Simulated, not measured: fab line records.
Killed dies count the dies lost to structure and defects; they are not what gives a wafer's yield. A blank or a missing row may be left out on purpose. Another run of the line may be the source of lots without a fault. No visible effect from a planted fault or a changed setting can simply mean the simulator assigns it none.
Which of the tools did it? / flow nand harc / 12 lots with 36 wafers sampled at 5 steps, on a route of 1302 steps

WHAT THE GAUGES SHOWED, per wafer
NHARC_END_SORT_01. Usual: killed at array 64, standard deviation 16; killed at other 1.0, standard deviation 1.1; killed at periphery 3.5, standard deviation 2.3; killed dies 69, standard deviation 17; killed open 3.2, standard deviation 1.6; killed short 2.4, standard deviation 1.6.
lot=L524; measured=day 30 12:36; on=prober-02; killed at array=587 601 576; killed at other=1 0 0; killed at periphery=9 8 10; killed dies=597 609 586; killed open=3 4 5; killed short=2 3 4; flag=OFF
lot=L525; measured=day 31 05:57; on=prober-01; killed at array=521 583 570; killed at other=0 1 0; killed at periphery=3 4 1; killed dies=524 588 571; killed open=1 3 3; killed short=1 3 0; flag=OFF

WHICH TOOL RAN EACH LOT (tool, then ch and the chambers of the sampled wafers, then the start)
lot=L511; NHARC_A_STAIRCASE_TRIM_26=rie diel-05 ch 1,2,3, day 16 06:48 or earlier; NHARC_A_STAIRCASE_ETCH_188=rie diel-05 ch 0,1,3, day 16 06:48 or earlier; NHARC_A_STAIRCASE_TRIM_189=rie diel-05 ch 0,2,3, day 16 06:48 or earlier; NHARC_A_STAIRCASE_ETCH_199=rie diel-05 ch 1,2,3, day 16 06:48
lot=L513; NHARC_A_STAIRCASE_TRIM_26=rie diel-04 ch 0,1,3, day 16 18:44 or earlier; NHARC_A_STAIRCASE_ETCH_188=rie diel-04 ch 1,2, day 16 18:44 or earlier; NHARC_A_STAIRCASE_TRIM_189=rie diel-04 ch 0,2,3, day 16 18:44 or earlier; NHARC_A_STAIRCASE_ETCH_199=rie diel-04 ch 2,3, day 16 18:44
lot=L512; NHARC_A_STAIRCASE_TRIM_26=rie diel-11 ch 1,2,3, day 16 19:04 or earlier; NHARC_A_STAIRCASE_ETCH_188=rie diel-05 ch 2,3, day 16 19:04 or earlier; NHARC_A_STAIRCASE_TRIM_189=rie diel-05 ch 1,3, day 16 19:04 or earlier; NHARC_A_STAIRCASE_ETCH_199=rie diel-05 ch 1,2,3, day 16 19:04
lot=L514; NHARC_A_STAIRCASE_TRIM_26=rie diel-11 ch 0,3, day 17 13:28 or earlier; NHARC_A_STAIRCASE_ETCH_188=rie diel-05 ch 1,3, day 17 13:28 or earlier; NHARC_A_STAIRCASE_TRIM_189=rie diel-05 ch 2,3, day 17 13:28 or earlier; NHARC_A_STAIRCASE_ETCH_199=rie diel-05 ch 2,3, day 17 13:28
lot=L515; NHARC_A_STAIRCASE_TRIM_26=rie diel-05 ch 1,2,3, day 17 14:43 or earlier; NHARC_A_STAIRCASE_ETCH_188=rie diel-05 ch 2,3, day 17 14:43 or earlier; NHARC_A_STAIRCASE_TRIM_189=rie diel-05 ch 1,2, day 17 14:43 or earlier; NHARC_A_STAIRCASE_ETCH_199=rie diel-04 ch 0,1,2, day 17 14:43
lot=L517; NHARC_A_STAIRCASE_TRIM_26=rie diel-05 ch 0,1,3, day 18 23:29 or earlier; NHARC_A_STAIRCASE_ETCH_188=rie diel-11 ch 1,2,3, day 18 23:29 or earlier; NHARC_A_STAIRCASE_TRIM_189=rie diel-11 ch 0,3, day 18 23:29 or earlier; NHARC_A_STAIRCASE_ETCH_199=rie diel-11 ch 0,1, day 18 23:29
lot=L524; NHARC_A_STAIRCASE_TRIM_26=rie diel-11 ch 0,1,2, day 21 16:52 or earlier; NHARC_A_STAIRCASE_ETCH_188=rie diel-04 ch 0,1,3, day 21 16:52 or earlier; NHARC_A_STAIRCASE_TRIM_189=rie diel-04 ch 0,1,3, day 21 16:52 or earlier; NHARC_A_STAIRCASE_ETCH_199=rie diel-05 ch 2,3, day 21 16:52
lot=L526; NHARC_A_STAIRCASE_TRIM_26=rie diel-11 ch 0,1,2, day 22 13:52 or earlier; NHARC_A_STAIRCASE_ETCH_188=rie diel-11 ch 1,2, day 22 13:52 or earlier; NHARC_A_STAIRCASE_TRIM_189=rie diel-11 ch 0,1, day 22 13:52 or earlier; NHARC_A_STAIRCASE_ETCH_199=rie diel-11 ch 0,1,3, day 22 13:52
lot=L525; NHARC_A_STAIRCASE_TRIM_26=rie diel-04 ch 2,3, day 22 17:34 or earlier; NHARC_A_STAIRCASE_ETCH_188=rie diel-05 ch 0,1,3, day 22 17:34 or earlier; NHARC_A_STAIRCASE_TRIM_189=rie diel-05 ch 0,1,3, day 22 17:34 or earlier; NHARC_A_STAIRCASE_ETCH_199=rie diel-05 ch 0,1, day 22 17:34
lot=L530; NHARC_A_STAIRCASE_TRIM_26=rie diel-11 ch 0,1,2, day 24 01:10 or earlier; NHARC_A_STAIRCASE_ETCH_188=rie diel-05 ch 0,1,2, day 24 01:10 or earlier; NHARC_A_STAIRCASE_TRIM_189=rie diel-05 ch 0,1,3, day 24 01:10 or earlier; NHARC_A_STAIRCASE_ETCH_199=rie diel-11 ch 1,2,3, day 24 01:10
lot=L533; NHARC_A_STAIRCASE_TRIM_26=rie diel-04 ch 1,3, day 25 18:08 or earlier; NHARC_A_STAIRCASE_ETCH_188=rie diel-11 ch 0,3, day 25 18:08 or earlier; NHARC_A_STAIRCASE_TRIM_189=rie diel-11 ch 0,1,3, day 25 18:08 or earlier; NHARC_A_STAIRCASE_ETCH_199=rie diel-05 ch 1,3, day 25 18:08
lot=L532; NHARC_A_STAIRCASE_TRIM_26=rie diel-04 ch 0,2, day 25 21:57 or earlier; NHARC_A_STAIRCASE_ETCH_188=rie diel-04 ch 0,1,2, day 25 21:57 or earlier; NHARC_A_STAIRCASE_TRIM_189=rie diel-04 ch 2,3, day 25 21:57 or earlier; NHARC_A_STAIRCASE_ETCH_199=rie diel-04 ch 2,3, day 25 21:57
- NHARC_A_STAIRCASE_TRIM_26: chemistry O2, time 211.2 s.
- NHARC_A_STAIRCASE_ETCH_188: etches the open film in C4F8/O2, target depth 100 nm, time 40.5 s.
- NHARC_A_STAIRCASE_TRIM_189: chemistry O2, time 211.2 s.
- NHARC_A_STAIRCASE_ETCH_199: etches the open film in C4F8/O2, target depth 100 nm, time 40.5 s.

WHAT THE TOOLS THEMSELVES READ (means of the sampled wafers that have a number; where no wafer has one, the mark that the record gives instead)
NHARC_A_STAIRCASE_TRIM_26. Usual: drypump motor current A 5.8 A, standard deviation 0.48; mfc ar sccm 0.011 sccm, standard deviation 0.015; oes product au 1.002 a.u., standard deviation 0.0089; rf vpp V 57.9 V, standard deviation 0.92; showerhead plenum p Torr 3.51 Torr, standard deviation 0.18; throttle valve pct 17.037 %, standard deviation 0.0084.
lot=L511; tool=rie diel-05; drypump motor current A (A)=6.0; mfc ar sccm (sccm)=0.011; oes product au (a.u.)=0.995; rf vpp V (V)=57.6; showerhead plenum p Torr (Torr)=3.37; throttle valve pct (%)=17.033; flag=
lot=L513; tool=rie diel-04; drypump motor current A (A)=5.6; mfc ar sccm (sccm)=0.013; oes product au (a.u.)=1.001; rf vpp V (V)=57.2; showerhead plenum p Torr (Torr)=3.55; throttle valve pct (%)=17.040; flag=
lot=L512; tool=rie diel-11; drypump motor current A (A)=5.8; mfc ar sccm (sccm)=0.005; oes product au (a.u.)=1.004; rf vpp V (V)=57.3; showerhead plenum p Torr (Torr)=3.41; throttle valve pct (%)=17.038; flag=
lot=L514; tool=rie diel-11; drypump motor current A (A)=6.2; mfc ar sccm (sccm)=0.004; oes product au (a.u.)=1.012; rf vpp V (V)=58.4; showerhead plenum p Torr (Torr)=3.41; throttle valve pct (%)=17.043; flag=
lot=L515; tool=rie diel-05; drypump motor current A (A)=6.0; mfc ar sccm (sccm)=0.011; oes product au (a.u.)=0.994; rf vpp V (V)=57.1; showerhead plenum p Torr (Torr)=3.36; throttle valve pct (%)=17.034; flag=
lot=L517; tool=rie diel-05; drypump motor current A (A)=5.7; mfc ar sccm (sccm)=0.017; oes product au (a.u.)=1.004; rf vpp V (V)=58.4; showerhead plenum p Torr (Torr)=3.63; throttle valve pct (%)=17.029; flag=
lot=L524; tool=rie diel-11; drypump motor current A (A)=6.0; mfc ar sccm (sccm)=0.001; oes product au (a.u.)=0.996; rf vpp V (V)=58.2; showerhead plenum p Torr (Torr)=3.46; throttle valve pct (%)=17.049; flag=
lot=L526; tool=rie diel-11; drypump motor current A (A)=5.9; mfc ar sccm (sccm)=0.001; oes product au (a.u.)=1.001; rf vpp V (V)=57.3; showerhead plenum p Torr (Torr)=3.46; throttle valve pct (%)=17.035; flag=
lot=L525; tool=rie diel-04; drypump motor current A (A)=5.9; mfc ar sccm (sccm)=0.025; oes product au (a.u.)=0.988; rf vpp V (V)=57.4; showerhead plenum p Torr (Torr)=3.51; throttle valve pct (%)=17.040; flag=
lot=L530; tool=rie diel-11; drypump motor current A (A)=5.9; mfc ar sccm (sccm)=0.001; oes product au (a.u.)=1.000; rf vpp V (V)=57.8; showerhead plenum p Torr (Torr)=3.45; throttle valve pct (%)=17.036; flag=
lot=L533; tool=rie diel-04; drypump motor current A (A)=5.7; mfc ar sccm (sccm)=0.000; oes product au (a.u.)=1.005; rf vpp V (V)=58.2; showerhead plenum p Torr (Torr)=3.64; throttle valve pct (%)=17.039; flag=
lot=L532; tool=rie diel-04; drypump motor current A (A)=5.5; mfc ar sccm (sccm)=0.038; oes product au (a.u.)=1.011; rf vpp V (V)=57.9; showerhead plenum p Torr (Torr)=3.44; throttle valve pct (%)=17.036; flag=

NHARC_A_STAIRCASE_ETCH_188. Usual: oes product au 0.942 a.u., standard deviation 0.015; rf vpp V 895 V, standard deviation 6; run length s 61.8 s, standard deviation 0.35.
lot=L511; tool=rie diel-05; oes product au (a.u.)=0.943; rf vpp V (V)=893; run length s (s)=61.8; flag=
lot=L513; tool=rie diel-04; oes product au (a.u.)=0.934; rf vpp V (V)=898; run length s (s)=61.6; flag=
lot=L512; tool=rie diel-05; oes product au (a.u.)=0.948; rf vpp V (V)=889; run length s (s)=61.7; flag=
lot=L514; tool=rie diel-05; oes product au (a.u.)=0.938; rf vpp V (V)=888; run length s (s)=61.9; flag=
lot=L515; tool=rie diel-05; oes product au (a.u.)=0.920; rf vpp V (V)=887; run length s (s)=61.6; flag=
lot=L517; tool=rie diel-11; oes product au (a.u.)=0.955; rf vpp V (V)=891; run length s (s)=61.8; flag=
lot=L524; tool=rie diel-04; oes product au (a.u.)=0.961; rf vpp V (V)=896; run length s (s)=61.9; flag=
lot=L526; tool=rie diel-11; oes product au (a.u.)=0.917; rf vpp V (V)=896; run length s (s)=62.0; flag=
lot=L525; tool=rie diel-05; oes product au (a.u.)=0.956; rf vpp V (V)=899; run length s (s)=61.8; flag=
lot=L530; tool=rie diel-05; oes product au (a.u.)=0.949; rf vpp V (V)=893; run length s (s)=62.0; flag=
lot=L533; tool=rie diel-11; oes product au (a.u.)=0.952; rf vpp V (V)=897; run length s (s)=62.1; flag=
lot=L532; tool=rie diel-04; oes product au (a.u.)=0.947; rf vpp V (V)=896; run length s (s)=61.5; flag=

NHARC_A_STAIRCASE_TRIM_189. Usual: drypump motor current A 5.8 A, standard deviation 0.55; mfc ar sccm 0.012 sccm, standard deviation 0.015; oes product au 0.999 a.u., standard deviation 0.0092; rf vpp V 57.7 V, standard deviation 0.95; showerhead plenum p Torr 3.50 Torr, standard deviation 0.17; throttle valve pct 17.036 %, standard deviation 0.0086.
lot=L511; tool=rie diel-05; drypump motor current A (A)=5.6; mfc ar sccm (sccm)=0.017; oes product au (a.u.)=0.991; rf vpp V (V)=57.3; showerhead plenum p Torr (Torr)=3.44; throttle valve pct (%)=17.030; flag=
lot=L513; tool=rie diel-04; drypump motor current A (A)=5.7; mfc ar sccm (sccm)=0.026; oes product au (a.u.)=0.994; rf vpp V (V)=56.6; showerhead plenum p Torr (Torr)=3.47; throttle valve pct (%)=17.038; flag=
lot=L512; tool=rie diel-05; drypump motor current A (A)=6.1; mfc ar sccm (sccm)=0.011; oes product au (a.u.)=0.993; rf vpp V (V)=57.8; showerhead plenum p Torr (Torr)=3.38; throttle valve pct (%)=17.036; flag=
lot=L514; tool=rie diel-05; drypump motor current A (A)=5.4; mfc ar sccm (sccm)=0.022; oes product au (a.u.)=0.998; rf vpp V (V)=57.5; showerhead plenum p Torr (Torr)=3.31; throttle valve pct (%)=17.034; flag=
lot=L515; tool=rie diel-05; drypump motor current A (A)=6.5; mfc ar sccm (sccm)=0.001; oes product au (a.u.)=0.987; rf vpp V (V)=56.5; showerhead plenum p Torr (Torr)=3.38; throttle valve pct (%)=17.034; flag=
lot=L517; tool=rie diel-11; drypump motor current A (A)=6.2; mfc ar sccm (sccm)=0.004; oes product au (a.u.)=1.009; rf vpp V (V)=57.7; showerhead plenum p Torr (Torr)=3.41; throttle valve pct (%)=17.035; flag=
lot=L524; tool=rie diel-04; drypump motor current A (A)=5.6; mfc ar sccm (sccm)=0.013; oes product au (a.u.)=1.001; rf vpp V (V)=58.0; showerhead plenum p Torr (Torr)=3.52; throttle valve pct (%)=17.036; flag=
lot=L526; tool=rie diel-11; drypump motor current A (A)=6.0; mfc ar sccm (sccm)=0.001; oes product au (a.u.)=0.989; rf vpp V (V)=58.4; showerhead plenum p Torr (Torr)=3.57; throttle valve pct (%)=17.040; flag=
lot=L525; tool=rie diel-05; drypump motor current A (A)=5.7; mfc ar sccm (sccm)=0.017; oes product au (a.u.)=1.001; rf vpp V (V)=57.7; showerhead plenum p Torr (Torr)=3.61; throttle valve pct (%)=17.032; flag=
lot=L530; tool=rie diel-05; drypump motor current A (A)=5.7; mfc ar sccm (sccm)=0.017; oes product au (a.u.)=1.003; rf vpp V (V)=58.2; showerhead plenum p Torr (Torr)=3.60; throttle valve pct (%)=17.036; flag=
lot=L533; tool=rie diel-11; drypump motor current A (A)=6.0; mfc ar sccm (sccm)=0.005; oes product au (a.u.)=0.998; rf vpp V (V)=57.8; showerhead plenum p Torr (Torr)=3.61; throttle valve pct (%)=17.044; flag=
lot=L532; tool=rie diel-04; drypump motor current A (A)=6.0; mfc ar sccm (sccm)=0.012; oes product au (a.u.)=1.011; rf vpp V (V)=58.5; showerhead plenum p Torr (Torr)=3.48; throttle valve pct (%)=17.045; flag=

NHARC_A_STAIRCASE_ETCH_199. Usual: oes product au 0.948 a.u., standard deviation 0.012; rf vpp V 896 V, standard deviation 6.2; run length s 61.8 s, standard deviation 0.39.
lot=L511; tool=rie diel-05; oes product au (a.u.)=0.938; rf vpp V (V)=890; run length s (s)=61.6; flag=
lot=L513; tool=rie diel-04; oes product au (a.u.)=0.932; rf vpp V (V)=895; run length s (s)=61.9; flag=
lot=L512; tool=rie diel-05; oes product au (a.u.)=0.940; rf vpp V (V)=889; run length s (s)=62.0; flag=
lot=L514; tool=rie diel-05; oes product au (a.u.)=0.927; rf vpp V (V)=889; run length s (s)=61.7; flag=
lot=L515; tool=rie diel-04; oes product au (a.u.)=0.953; rf vpp V (V)=896; run length s (s)=61.6; flag=
lot=L517; tool=rie diel-11; oes product au (a.u.)=0.948; rf vpp V (V)=899; run length s (s)=61.6; flag=
lot=L524; tool=rie diel-05; oes product au (a.u.)=0.966; rf vpp V (V)=895; run length s (s)=51.1; flag=OFF
lot=L526; tool=rie diel-11; oes product au (a.u.)=0.937; rf vpp V (V)=899; run length s (s)=62.0; flag=
lot=L525; tool=rie diel-05; oes product au (a.u.)=0.934; rf vpp V (V)=897; run length s (s)=50.6; flag=OFF
lot=L530; tool=rie diel-11; oes product au (a.u.)=0.957; rf vpp V (V)=897; run length s (s)=61.7; flag=
lot=L533; tool=rie diel-05; oes product au (a.u.)=0.959; rf vpp V (V)=900; run length s (s)=62.2; flag=
lot=L532; tool=rie diel-04; oes product au (a.u.)=0.952; rf vpp V (V)=895; run length s (s)=61.9; flag=

THE ANSWER, worked out from the rows above alone
Rule: lot off if the mean of its wafers having a number is beyond 3 standard deviations from the usual mean. Also off: a lot with no number at a reading for which 4 or more lots have one. The other lots that the step has rows for count as sound. After the gauges, taken in route order, come the tools' own readings; for these a lot's mean is taken, as printed above. At the first step where some lot is off, the reading lying furthest off is the one used; lots without a number count as furthest.
Off: L524, L525 (NHARC_END_SORT_01, killed at array). Neither off nor sound, because the step has no rows for them: L511, L513, L512, L514, L515, L517, L526, L530, L533, L532.
A tool fits if, at a process step before that reading, it ran every lot that is off, and no sound lot after the first of them. The gauges at NHARC_END_SORT_01 aren't tried: what is off there is off at NHARC_A_STAIRCASE_ETCH_199 too, on other tools, and a gauge's error can't cause that. NHARC_A_STAIRCASE_TRIM_26 gives no start for some lots, so the hours and the order of its lots are those of NHARC_A_STAIRCASE_ETCH_199. NHARC_A_STAIRCASE_ETCH_188 gives no start for some lots, so the hours and the order of its lots are those of NHARC_A_STAIRCASE_ETCH_199. NHARC_A_STAIRCASE_TRIM_189 gives no start for some lots, so the hours and the order of its lots are those of NHARC_A_STAIRCASE_ETCH_199. One fits: rie diel-05 at NHARC_A_STAIRCASE_ETCH_199. It ran no sound lot before its first lot that is off in this sample, so the start can't be narrowed down.

WHAT HAD BEEN PUT IN BY THE SIMULATOR
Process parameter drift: rie diel-05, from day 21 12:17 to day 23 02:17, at NHARC_A_STAIRCASE_ETCH_199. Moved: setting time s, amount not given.
Struck lots among those shown: L524, L525. The rule above found the same.
